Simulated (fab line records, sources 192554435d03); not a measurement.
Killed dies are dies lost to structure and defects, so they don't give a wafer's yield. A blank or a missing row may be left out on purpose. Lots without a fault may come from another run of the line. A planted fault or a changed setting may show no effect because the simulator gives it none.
Chamber matching | flow n5_finfet | N5_BEOL_M7_ETCH_62 on rie_diel-06: 4 sister chambers
The step etches SOC in N2/H2, target depth 110 nm, overetch 22 nm, time 165 s. 4 wafers are shown with their chamber, then 10 later ones without.

WAFERS WITH THEIR CHAMBER
wafer  | chamber | showerhead_plenum_p_Torr (Torr)
L080.1 | 3       | 2.51
L080.6 | 1       | 2.55
L089.1 | 0       | 2.48
L089.2 | 2       | 2.35

WAFERS WITHOUT THEIR CHAMBER
wafer  | showerhead_plenum_p_Torr (Torr)
L089.6 | 2.35
L086.2 | 2.48
L086.4 | 2.54
L086.6 | 2.50
L095.2 | 2.54
L095.4 | 2.54
L095.5 | 2.35
L097.1 | 2.35
L097.4 | 2.54
L097.6 | 2.47

WHICH CHAMBER EACH WENT THROUGH
wafer  | from the rows above     | in truth
L089.6 | 2                       | 2
L086.2 | 0                       | 0
L086.4 | 1                       | 1
L086.6 | can't be placed: 3 or 0 | 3
L095.2 | 1                       | 1
L095.4 | 1                       | 1
L095.5 | 2                       | 2
L097.1 | 2                       | 2
L097.4 | 1                       | 1
L097.6 | 0                       | 0
Placed correctly: 9 of 10. Can't be placed from these rows: 1 (the true chamber is among the candidates in 1). Placed wrongly: 0.
How it was worked out, from the rows above alone: a wafer's distance from a chamber is the root of the sum, over the readings, of the square of ((its reading less the chamber's mean) divided by the reading's scatter). The wafer belongs to the nearest chamber; if the next one is less than 2 further off, it can't be placed. A chamber's mean is the mean of its shown wafers. The scatter: with one shown wafer a chamber, the root of the mean of the squares of how far each hidden wafer lies from its nearest shown one.
